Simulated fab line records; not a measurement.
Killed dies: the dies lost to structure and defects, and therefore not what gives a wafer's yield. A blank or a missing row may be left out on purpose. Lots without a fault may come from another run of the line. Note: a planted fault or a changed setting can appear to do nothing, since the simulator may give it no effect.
Matching of chambers ; flow n5-finfet ; rie-diel-05 running N5_BEOL_M0_CUTY_DESCUM_61: 4 sister chambers
The step chemistry O2, time 7.9 s. 18 wafers are shown with their chamber, then 9 later ones without.

WAFERS WITH THEIR CHAMBER
wafer;chamber;throttle-valve-pct (%);showerhead-plenum-p-Torr (Torr);drypump-motor-current-A (A)
L075.1;2;20.4;2.08;5.8
L075.3;3;20.3;2.15;5.6
L075.5;1;21.0;2.18;4.8
L076.1;2;20.4;2.08;5.9
L076.4;0;20.5;2.02;6.3
L076.6;0;20.5;2.02;6.4
L077.3;2;20.4;2.08;5.9
L077.4;2;20.4;2.08;5.8
L077.6;1;20.9;2.18;4.8
L084.1;0;20.5;2.01;6.4
L084.4;1;21.0;2.17;4.7
L084.6;3;20.3;2.15;5.6
L086.1;1;21.0;2.17;4.8
L086.2;0;20.5;2.01;6.4
L086.3;3;20.3;2.15;5.6
L086.4;2;20.4;2.07;5.8
L086.5;1;21.0;2.17;4.7
L086.6;2;20.4;2.07;5.9

SIGNATURES, as means of the wafers listed above
reading;chamber 0;chamber 1;chamber 2;chamber 3;scatter within a chamber
throttle-valve-pct;20.500;20.980;20.400;20.300;0.0239
showerhead-plenum-p-Torr;2.0150;2.1740;2.0767;2.1500;0.00502
drypump-motor-current-A;6.375;4.760;5.850;5.600;0.0496
Rule: a wafer's distance from a chamber is the root of the sum, over the readings, of the square of ((its reading less the chamber's mean) divided by the reading's scatter). The wafer belongs to the nearest chamber; if the next one is less than 2 further off, it can't be placed. The scatter: take each reading less its chamber's mean, square it, sum over the shown wafers, divide by the number of wafers less the number of chambers, and take the root.

WAFERS WHOSE CHAMBER IS MISSING
wafer;throttle-valve-pct (%);showerhead-plenum-p-Torr (Torr);drypump-motor-current-A (A)
L092.1;20.4;2.14;5.6
L092.2;21.0;2.17;4.8
L092.3;20.5;2.01;6.4
L092.4;20.4;2.07;5.9
L092.5;20.5;2.01;6.4
L092.6;20.4;2.14;5.7
L097.2;20.5;2.07;5.9
L097.3;20.5;2.00;6.4
L097.5;20.5;2.07;5.9

WHICH CHAMBER EACH WENT THROUGH
wafer;from the rows above;in truth
L092.1;3;3
L092.2;1;1
L092.3;0;0
L092.4;2;2
L092.5;0;0
L092.6;3;3
L097.2;2;2
L097.3;0;0
L097.5;2;2
9 of 9 placed correctly. Left unplaced by these rows: 0. Number placed wrongly: 0.
